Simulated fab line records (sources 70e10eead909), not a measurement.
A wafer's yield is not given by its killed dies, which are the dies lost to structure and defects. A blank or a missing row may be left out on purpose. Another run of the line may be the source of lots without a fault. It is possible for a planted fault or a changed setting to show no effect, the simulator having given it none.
fab line records -- flow nandHarc
record: lots: 12, wafers: 36, lastDay: 33
route steps=1302 shown THIN_TSV@1262 END@1302
lots untouched by any fault: they come from a run of this same line in which no faults occurred
startH: hours from the record's first day to the start of the lot's first wafer shown -- waitH: hours since the lot's step before -- " as in the row above -- L1.1+2: a single row standing in for several wafers -- - either no value or no given start -- * or withheld: withheld -- < > ~ a bound
route shown NAME@n: names a module that has steps shown in the file, with the first one's number in the route -- usual: mean/standard deviation of fault-free wafers -- same: alike in all rows -- chamber/n: place in a boat -- sites: the reading at each site -- _std_site: standard deviation of those values -- _edge_site: the outer-site mean with the inner-site mean subtracted -- radiusMm: for every site, how far away it sits from the centre of the wafer -- mask NAME#n: copy n -- behind: the most recent tool/chamber to have shaped the wafer -- hold: why the lot was held/for how many hours/how that ended -- device: the transistor (n, p or np) that didn't switch -- end of line: at the end of the route, the tests of the same wafers -- a step given without rows: its recipe and nothing more -- killed: dies lost to structure and defects at the first sort, not the wafer's yield -- map: per-die view of a wafer (x killed, . not killed, _ where there is no die)
set.NAME: the run value of the setting; set.NAME@STEP: its run value at that earlier step -- model.NAME: the simulator's own value behind a step, which no gauge read
route steps across a sampled set of lots; one table per step, one row per wafer
services: a tool's chamber out of use, with start hour (startH, from the record's first day; less than 0 if before it), hours out, and reason
== steps ==
step: NHARC_THIN_TSV_ETCH_44
recipe: targetDepthA: 15942, timeS: 797.1, cf4FlowSccm: 150, o2FlowSccm: 10, arFlowSccm: 0, rfW: 300, biasW: 800, chemistry: CF4/O2
usual: cf4FlowSccm: 150.0/0.46, drypumpMotorCurrentA: 5.6/0.43, o2FlowSccm: 10.00/0.032, oesProductAu: 1.000/0.0066, rfVppV: 795/5.6, showerheadPlenumPTorr: 1.85/0.09, throttleValvePct: 16.914/0.0088
lot.wafer,tool,chamber,startH,waitH,cf4FlowSccm,drypumpMotorCurrentA,o2FlowSccm,oesProductAu,rfHoursCounterH,rfVppV,showerheadPlenumPTorr,throttleValvePct
L835.1,rieDiel-12,3,581.25,0.1,150.4,6.2,10.01,1.000,9.0,791,1.82,16.924
L835.2,rieDiel-12,2,581.25,0.1,150.4,5.8,10.02,1.008,9.8,795,1.86,16.922
L835.5,rieDiel-12,3,581.25,0.1,150.3,6.2,10.00,1.005,-,792,1.82,16.902
L836.4,rieDiel-12,2,589.60,0.1,150.6,5.7,9.99,1.008,10.7,797,1.86,16.892
L836.3,rieDiel-12,0,589.60,0.1,149.2,5.1,10.01,0.992,10.2,786,1.71,16.914
L836.6,rieDiel-12,2,589.60,0.1,150.4,5.7,10.05,1.010,-,796,1.86,16.911
L838.3,rieDiel-13,0,593.18,0.1,150.0,6.1,10.05,0.992,3.0,795,1.84,16.896
L838.1,rieDiel-13,1,593.18,0.1,149.1,6.0,10.03,1.001,3.0,802,1.96,16.925
L838.5,rieDiel-13,0,593.18,0.1,150.1,6.1,10.00,0.992,-,795,1.84,16.915
L837.4,rieDiel-13,2,602.15,0.1,149.8,4.9,9.97,1.004,3.2,793,1.81,16.919
L837.1,rieDiel-13,3,602.15,0.1,149.9,5.0,10.00,0.995,3.3,803,1.96,16.914
L837.3,rieDiel-13,1,602.15,0.1,149.4,6.1,10.02,1.010,3.5,803,1.96,16.901
L839.3,rieDiel-06,3,631.17,0.2,150.1,5.8,9.97,1.005,7.4,788,1.74,16.912
L839.6,rieDiel-06,1,631.17,0.2,149.7,5.3,9.99,1.006,-,788,1.73,16.923
L839.5,rieDiel-06,2,631.17,0.2,149.0,5.6,9.98,1.021,-,802,1.96,16.916
L840.4,rieDiel-13,2,637.76,0.1,150.2,4.9,10.02,1.001,4.8,793,1.81,16.917
L840.3,rieDiel-13,3,637.76,0.1,149.9,5.0,10.02,0.985,5.0,801,1.96,16.925
L840.6,rieDiel-13,3,637.76,0.1,149.8,5.1,10.02,0.993,-,803,1.96,16.905
L847.3,rieDiel-12,2,686.64,0.1,149.2,5.8,9.99,0.993,3.1,795,1.86,16.915
L847.5,rieDiel-12,1,686.64,0.1,149.8,5.4,10.01,0.994,-,793,1.82,16.908
L847.6,rieDiel-12,2,686.64,0.1,149.8,5.8,9.99,1.004,-,797,1.86,16.917
L849.2,rieDiel-13,1,712.77,0.1,150.7,6.1,10.03,0.992,0.5,805,1.96,16.904
L849.6,rieDiel-13,0,712.77,0.1,150.0,6.1,9.94,0.989,-,794,1.84,16.906
L849.5,rieDiel-13,1,712.77,0.1,150.6,6.1,10.04,0.996,-,803,1.96,16.907
L850.4,rieDiel-06,3,746.77,0.1,149.5,5.8,9.98,1.000,3.7,788,1.73,16.908
L850.2,rieDiel-06,1,746.77,0.1,150.1,5.3,10.01,1.000,4.0,789,1.73,16.899
L850.5,rieDiel-06,0,746.77,0.1,149.5,5.4,9.97,0.993,-,800,1.95,16.906
L853.4,rieDiel-13,2,758.81,0.2,150.3,4.9,9.98,0.997,3.1,794,1.80,16.918
L853.5,rieDiel-13,3,758.81,0.2,150.2,5.0,10.00,1.010,-,802,1.96,16.919
L853.6,rieDiel-13,0,758.81,0.2,150.3,6.1,9.94,0.990,-,793,1.83,16.917
L855.1,rieDiel-13,0,765.22,0.2,150.1,6.1,9.96,0.993,4.2,795,1.83,16.903
L855.3,rieDiel-13,1,765.22,0.2,149.9,6.1,9.95,1.006,4.2,802,1.96,16.903
L855.5,rieDiel-13,3,765.22,0.2,149.8,5.1,10.01,0.998,-,802,1.96,16.918
L852.3,rieDiel-06,2,766.17,0.1,148.8,5.7,9.99,0.999,5.6,801,1.96,16.924
L852.1,rieDiel-06,0,766.17,0.1,150.8,5.4,10.03,1.007,4.0,802,1.95,16.917
L852.5,rieDiel-06,2,766.17,0.1,148.9,5.6,9.95,1.003,-,801,1.96,16.924
step: NHARC_THIN_TSV_ETCH_15
recipe: targetDepthA: 30000, boschTargetOveretchCycles: 2, boschEtchStepS: 2.8, boschDepStepS: 1.2, boschCycles: 14
usual: drypumpMotorCurrentA: 6.1/0.47
lot.wafer,tool,chamber,startH,waitH,drypumpMotorCurrentA,rfHoursCounterH
L835.1,rieSi-04,2,581.85,-,6.6,0.3
L835.2,rieSi-04,3,581.85,-,6.3,0.3
L835.5,rieSi-04,0,581.85,-,5.6,-
L836.4,rieSi-05,0,590.11,-,6.5,0.6
L836.3,rieSi-05,2,590.11,-,6.5,0.7
L836.6,rieSi-05,1,590.11,-,6.1,-
L838.1,rieSi-02,1,593.79,-,6.0,0.8
L838.3,rieSi-02,2,593.79,-,5.1,0.7
L838.5,rieSi-02,3,593.79,-,5.6,-
L837.1,rieSi-02,3,602.73,-,5.6,0.5
L837.4,rieSi-02,1,602.73,-,6.0,0.8
L837.3,rieSi-02,2,602.73,-,5.1,0.8
L839.3,rieSi-05,3,631.66,-,5.6,0.8
L839.6,rieSi-05,0,631.66,-,6.6,-
L839.5,rieSi-05,1,631.66,-,6.0,-
L840.3,rieSi-05,0,638.33,-,6.5,1.0
L840.4,rieSi-05,1,638.33,-,6.1,1.0
L840.6,rieSi-05,1,638.33,-,6.0,-
L847.3,rieSi-04,0,687.18,-,5.6,1.2
L847.6,rieSi-04,2,687.18,-,6.7,-
L847.5,rieSi-04,3,687.18,-,6.4,-
L849.2,rieSi-02,2,713.29,-,5.1,0.4
L849.5,rieSi-02,3,713.29,-,5.6,-
L849.6,rieSi-02,1,713.29,-,6.0,-
L850.4,rieSi-04,1,747.34,-,6.5,0.2
L850.2,rieSi-04,3,747.34,-,6.4,0.3
L850.5,rieSi-04,2,747.34,-,6.6,-
L853.4,rieSi-04,3,759.25,-,6.4,0.3
L853.6,rieSi-04,0,759.25,-,5.6,-
L853.5,rieSi-04,1,759.25,-,6.5,-
L855.3,rieSi-04,2,765.69,-,6.6,0.3
L855.1,rieSi-04,0,765.69,-,5.6,0.5
L855.5,rieSi-04,1,765.69,-,6.5,-
L852.3,rieSi-02,0,766.74,-,5.6,0.7
L852.1,rieSi-02,3,766.74,-,5.6,0.9
L852.5,rieSi-02,0,766.74,-,5.6,-
step: NHARC_THIN_TSV_ETCHBACK_48
recipe: targetDepthA: 10285, overEtchFrac: 0.3, timeS: 405.17, ionEnergyEv: 250, c4f8FlowSccm: withheld, arFlowSccm: withheld, rfW: 600, biasW: 300, chemistry: C4F8/Ar
usual: oesProductAu: 0.94/0.032, overEtchFrac: 0.3/0, rfVppV: 548/3.6
lot.wafer,tool,chamber,startH,waitH,oesProductAu,overEtchFrac,rfHoursCounterH,rfVppV
L835.2,rieDiel-13,2,583.24,-,0.92,0.3,2.6,547
L835.1,rieDiel-13,3,583.24,-,0.92,0.3,2.6,552
L835.5,rieDiel-13,3,583.24,-,0.91,0.3,-,553
L836.3,rieDiel-06,1,591.52,-,0.93,0.3,4.6,543
L836.4,rieDiel-06,0,591.52,-,0.95,0.3,4.9,552
L836.6,rieDiel-06,2,591.52,-,0.93,0.3,-,553
L838.3,rieDiel-06,3,595.18,-,0.94,0.3,5.1,544
L838.1,rieDiel-06,1,595.18,-,0.93,0.3,4.9,543
L838.5,rieDiel-06,0,595.18,-,0.93,0.3,-,550
L837.3,rieDiel-12,0,604.15,-,0.92,0.3,10.5,541
L837.1,rieDiel-12,1,604.15,-,0.92,0.3,10.2,547
L837.4,rieDiel-12,2,604.15,-,0.93,0.3,-,547
L839.3,rieDiel-12,3,633.08,-,1.00,0.3,0.3,547
L839.5,rieDiel-12,2,633.08,-,1.01,0.3,-,548
L839.6,rieDiel-12,3,633.08,-,1.00,0.3,-,545
L840.3,rieDiel-13,2,639.82,-,0.96,0.3,5.2,545
L840.4,rieDiel-13,3,639.82,-,0.92,0.3,-,552
L840.6,rieDiel-13,0,639.82,-,0.91,0.3,-,547
L847.3,rieDiel-13,0,688.57,-,0.91,0.3,9.0,547
L847.5,rieDiel-13,0,688.57,-,0.91,0.24107,-,546
L847.6,rieDiel-13,1,688.57,-,0.92,0.3,-,552
L849.2,rieDiel-13,2,714.80,-,0.98,0.24107,0.6,547
L849.5,rieDiel-13,0,714.80,-,0.95,0.24107,-,548
L849.6,rieDiel-13,1,714.80,-,0.98,0.3,-,553
L850.2,rieDiel-12,1,748.83,-,0.93,0.3,6.6,546
L850.4,rieDiel-12,2,748.83,-,0.93,0.3,5.4,548
L850.5,rieDiel-12,1,748.83,-,0.93,0.3,-,547
L853.4,rieDiel-06,0,760.70,-,0.93,0.3,3.6,551
L853.5,rieDiel-06,2,760.70,-,0.92,0.3,-,552
L853.6,rieDiel-06,3,760.70,-,0.93,0.3,-,543
L855.1,rieDiel-13,3,767.18,-,0.93,0.3,4.2,551
L855.3,rieDiel-13,0,767.18,-,0.91,0.3,4.4,548
L855.5,rieDiel-13,2,767.18,-,0.92,0.3,-,546
L852.1,rieDiel-12,0,768.32,0.5,0.93,0.3,7.6,543
L852.3,rieDiel-12,3,768.32,0.5,0.92,0.3,6.2,546
L852.5,rieDiel-12,1,768.32,0.5,0.93,0.3,-,546
step: NHARC_THIN_TSV_DEGAS_49
recipe: tempC: 300, timeS: 120
usual: heaterPowerW: 472/55
lot.wafer,tool,chamber,startH,waitH,heaterPowerW
L835.2,pvdSputter-03,-,583.78,0.1,391
L835.1,pvdSputter-03,-,583.78,0.1,461
L835.5,pvdSputter-03,-,583.78,0.1,528
L836.4,pvdSputter-01,-,592.08,0.1,432
L836.3,pvdSputter-01,-,592.08,0.1,409
L836.6,pvdSputter-01,-,592.08,0.1,509
L838.1,pvdSputter-03,-,595.70,0.1,455
L838.3,pvdSputter-03,-,595.70,0.1,477
L838.5,pvdSputter-03,-,595.70,0.1,451
L837.1,pvdSputter-03,-,604.75,0.1,477
L837.3,pvdSputter-03,-,604.75,0.1,536
L837.4,pvdSputter-03,-,604.75,0.1,394
L839.3,pvdSputter-02,-,633.61,0.1,445
L839.5,pvdSputter-02,-,633.61,0.1,459
L839.6,pvdSputter-02,-,633.61,0.1,386
L840.4,pvdSputter-03,-,640.42,0.1,483
L840.3,pvdSputter-03,-,640.42,0.1,384
L840.6,pvdSputter-03,-,640.42,0.1,539
L847.3,pvdSputter-02,-,689.14,0.1,426
L847.6,pvdSputter-02,-,689.14,0.1,571
L847.5,pvdSputter-02,-,689.14,0.1,462
L849.2,pvdSputter-01,-,715.26,0.1,482
L849.5,pvdSputter-01,-,715.26,0.1,489
L849.6,pvdSputter-01,-,715.26,0.1,505
L850.4,pvdSputter-02,-,749.32,0.1,418
L850.2,pvdSputter-02,-,749.32,0.1,457
L850.5,pvdSputter-02,-,749.32,0.1,416
L853.4,pvdSputter-02,-,761.19,0.1,472
L853.5,pvdSputter-02,-,761.19,0.1,412
L853.6,pvdSputter-02,-,761.19,0.1,578
L855.1,pvdSputter-02,-,767.69,0.2,414
L855.3,pvdSputter-02,-,767.69,0.2,585
L855.5,pvdSputter-02,-,767.69,0.2,459
L852.3,pvdSputter-03,-,768.90,0.2,380
L852.1,pvdSputter-03,-,768.90,0.2,483
L852.5,pvdSputter-03,-,768.90,0.2,366
step: NHARC_END_SORT_01
recipe: tempC: 25
usual: defectLimitedYield: 90.6/2.7, killedAtArray: 59/19, killedAtOther: 0.6/0.85, killedAtPeriphery: 3.8/2.5, killedDies: 64/19, killedOpen: 3.3/1.8, killedShort: 2.2/1.6
same: grossDies: 677
lot.wafer,tool,chamber,startH,waitH,defectLimitedYield[%],killedAtArray,killedAtOther,killedAtPeriphery,killedDies,killedOpen,killedShort
L838.1,prober-02,0,605.90,2.5,90.8,59,0,3,62,6,4
L838.3,prober-02,0,607.50,3.1,90.3,64,0,2,66,6,1
L838.5,prober-02,0,609.09,3.7,92.6,48,0,2,50,5,1
L836.3,prober-01,0,607.50,3.1,86.9,89,0,0,89,1,5
L836.4,prober-01,0,608.29,3.4,87.9,78,0,4,82,3,4
L836.6,prober-01,0,609.87,4.0,89.8,68,0,1,69,0,2
L837.1,prober-01,0,617.01,2.5,88.3,72,0,7,79,3,3
L837.3,prober-01,0,618.60,3.1,88.8,74,0,2,76,2,2
L837.4,prober-01,0,619.40,3.4,88.8,67,0,9,76,8,2
L840.3,prober-01,0,654.06,3.1,86.9,89,0,0,89,6,3
L840.4,prober-01,0,654.86,3.4,87.9,78,1,3,82,3,3
L840.6,prober-01,0,656.45,4.0,88.9,67,1,7,75,5,3
L847.3,prober-01,0,701.90,3.1,89.7,68,0,2,70,3,0
L847.5,prober-01,0,703.50,3.7,88.6,75,0,2,77,1,2
L847.6,prober-01,0,704.31,4.0,88.8,69,2,5,76,3,5
killed by level:class
L838.1 A_CHANNEL_HOLE_D1:chamberFilmFlake=35 A_CHANNEL_HOLE_D2:chamberFilmFlake=10 A_CONTACT:chamberFilmFlake=4 A_M0:geometricParticle:open=2 P_CONTACT:geometricParticle:open=1 A_ONON_D1:geometricParticle:open=1 A_CHANNEL_HOLE_D1:geometricParticle:short=1 A_CHANNEL_FILL_D2:geometricParticle:short=1
L836.3 A_CHANNEL_HOLE_D1:chamberFilmFlake=34 A_SLIT:chamberFilmFlake=24 A_CHANNEL_HOLE_D2:chamberFilmFlake=15 A_STAIRCASE:chamberFilmFlake=5 A_CONTACT:chamberFilmFlake=4 A_ONON_D1:geometricParticle:short=1 A_CHANNEL_FILL_D1:geometricParticle:short=1 A_DECK1_JOINT:geometricParticle:short=1
L838.3 A_CHANNEL_HOLE_D1:chamberFilmFlake=34 A_CHANNEL_HOLE_D2:chamberFilmFlake=12 A_CONTACT:chamberFilmFlake=4 A_M0:chamberFilmFlake=4 A_SLIT:chamberFilmFlake=2 A_ONON_D1:geometricParticle:short=1 A_CHANNEL_HOLE_D1:geometricParticle:open=1 A_DECK1_JOINT:geometricParticle:open=1
L836.4 A_SLIT:chamberFilmFlake=28 A_CHANNEL_HOLE_D1:chamberFilmFlake=20 A_CHANNEL_HOLE_D2:chamberFilmFlake=9 A_CONTACT:chamberFilmFlake=6 A_STAIRCASE:chamberFilmFlake=5 A_WL_FILL:chamberFilmFlake=3 A_DECK1_JOINT:geometricParticle:open=2 P_STI:chamberFilmFlake=2
L838.5 A_CHANNEL_HOLE_D1:chamberFilmFlake=26 A_CHANNEL_HOLE_D2:chamberFilmFlake=12 A_M0:geometricParticle:open=2 A_SLIT:chamberFilmFlake=2 A_CHANNEL_FILL_D1:geometricParticle:open=1 A_SGD_CUT:geometricParticle:open=1 A_WL_FILL:geometricParticle:short=1 A_WL_FILL:geometricParticle:open=1
L836.6 A_SLIT:chamberFilmFlake=21 A_CHANNEL_HOLE_D1:chamberFilmFlake=19 A_CHANNEL_HOLE_D2:chamberFilmFlake=15 A_STAIRCASE:chamberFilmFlake=6 A_CONTACT:chamberFilmFlake=6 P_M0:geometricParticle:short=1 A_DECK1_JOINT:geometricParticle:short=1
L837.1 A_CHANNEL_HOLE_D2:chamberFilmFlake=32 A_SLIT:chamberFilmFlake=28 P_GATE:chamberFilmFlake=6 A_CONTACT:chamberFilmFlake=4 A_WL_FILL:geometricParticle:short=2 A_CHANNEL_HOLE_D1:chamberFilmFlake=2 P_M0:geometricParticle:open=1 A_CHANNEL_HOLE_D2:geometricParticle:open=1
L837.3 A_CHANNEL_HOLE_D2:chamberFilmFlake=36 A_SLIT:chamberFilmFlake=23 A_CONTACT:chamberFilmFlake=8 P_CONTACT:geometricParticle:open=1 A_SOURCE_PLATE:geometricParticle:open=1 A_CHANNEL_FILL_D1:geometricParticle:short=1 A_STAIRCASE:geometricParticle:short=1 P_GATE:chamberFilmFlake=1
L837.4 A_SLIT:chamberFilmFlake=28 A_CHANNEL_HOLE_D2:chamberFilmFlake=21 A_CONTACT:chamberFilmFlake=7 P_GATE:chamberFilmFlake=4 A_CHANNEL_HOLE_D1:chamberFilmFlake=3 P_M0:geometricParticle:open=2 A_CHANNEL_FILL_D2:geometricParticle:open=2 P_GATE:geometricParticle:open=1
L840.3 A_CHANNEL_HOLE_D1:chamberFilmFlake=34 A_SLIT:chamberFilmFlake=23 A_CHANNEL_HOLE_D2:chamberFilmFlake=14 A_BONDPAD:chamberFilmFlake=3 A_CHANNEL_FILL_D2:geometricParticle:short=2 A_CHANNEL_FILL_D2:geometricParticle:open=2 A_STAIRCASE:chamberFilmFlake=2 A_CONTACT:chamberFilmFlake=2
L840.4 A_SLIT:chamberFilmFlake=25 A_CHANNEL_HOLE_D1:chamberFilmFlake=21 A_CHANNEL_HOLE_D2:chamberFilmFlake=15 A_CONTACT:chamberFilmFlake=4 A_BONDPAD:chamberFilmFlake=4 A_CHANNEL_FILL_D2:chamberFilmFlake=2 P_M0:geometricParticle:open=1 A_ONON_D1:geometricParticle:short=1
L840.6 A_SLIT:chamberFilmFlake=25 A_CHANNEL_HOLE_D1:chamberFilmFlake=22 A_CHANNEL_HOLE_D2:chamberFilmFlake=10 A_BONDPAD:chamberFilmFlake=5 P_GATE:chamberFilmFlake=3 P_STI:geometricParticle:short=1 P_CONTACT:geometricParticle:open=1 P_CONTACT:geometricParticle:short=1
L847.3 A_SLIT:chamberFilmFlake=29 A_CHANNEL_HOLE_D1:chamberFilmFlake=26 A_CONTACT:chamberFilmFlake=6 A_CHANNEL_FILL_D2:chamberFilmFlake=3 A_BLC:geometricParticle:open=2 P_CONTACT:geometricParticle:open=1 P_GATE:chamberFilmFlake=1 A_ZERO_WELL:chamberFilmFlake=1
L847.5 A_CHANNEL_HOLE_D1:chamberFilmFlake=34 A_SLIT:chamberFilmFlake=33 A_STAIRCASE:chamberFilmFlake=2 A_CONTACT:chamberFilmFlake=2 P_CONTACT:geometricParticle:short=1 A_CHANNEL_FILL_D1:geometricParticle:open=1 A_CONTACT:geometricParticle:short=1 P_GATE:chamberFilmFlake=1
L847.6 A_SLIT:chamberFilmFlake=33 A_CHANNEL_HOLE_D1:chamberFilmFlake=21 A_STAIRCASE:chamberFilmFlake=4 P_ZERO_WELL:chamberFilmFlake=3 A_WL_FILL:chamberFilmFlake=2 P_CONTACT:geometricParticle:short=1 P_M0:geometricParticle:open=1 A_ONON_D1:geometricParticle:short=1
== services ==
tool,chamber,startH,hours,kind
pvdSputter-03,-,561.36,10.0,pm
rieDiel-12,2,569.46,4.2,repair
rieDiel-12,1,575.48,4.4,repair
pvdSputter-03,-,579.22,2.2,repair
pvdSputter-03,-,590.04,2.5,repair
rieDiel-12,3,602.00,17.9,repair
rieDiel-13,2,611.43,3.1,repair
rieDiel-12,-,622.40,9.0,pm
rieSi-04,3,625.00,1.7,repair
rieSi-02,-,631.00,9.0,pm
pvdSputter-02,-,638.00,10.0,pm
rieDiel-13,1,639.10,10.3,repair
rieSi-05,-,659.03,9.0,pm
rieDiel-06,-,661.20,9.0,pm
pvdSputter-03,-,672.85,3.6,repair
rieSi-05,3,675.25,4.6,repair
pvdSputter-02,-,678.02,1.4,repair
rieSi-04,-,696.00,9.0,pm
rieDiel-13,-,696.02,9.0,pm
rieSi-02,0,711.75,9.4,repair
pvdSputter-03,-,724.30,5.8,repair
pvdSputter-03,-,739.36,10.0,pm
rieSi-04,2,756.46,1.0,repair
rieSi-04,3,767.38,11.5,repair
== key ==
firstSign: step: NHARC_THIN_TSV_ETCHBACK_48, reading: overEtchFrac, direction: down, sigmas: 99+, usual: 0.3, struck: 0.24107
effect none on later readings
metAt NHARC_THIN_TSV_ETCHBACK_48
struckLots L847,L849
struckWafers L847.5,L849.2,L849.5
notActingAt NHARC_THIN_TSV_ETCH_44,NHARC_THIN_TSV_ETCH_15,NHARC_THIN_TSV_DEGAS_49
onsetBetween 639.82 688.57
fault: kind: processParameterDrift, tool: rieDiel-13, chamber: -, onsetH: 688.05, steps: NHARC_THIN_TSV_ETCHBACK_48, channel: overEtchFrac, offset: -0.058931, shape: step, endH: 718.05, scope: struckWafersOnly, actsIn: theseRecipesOnly, stated: 0.3
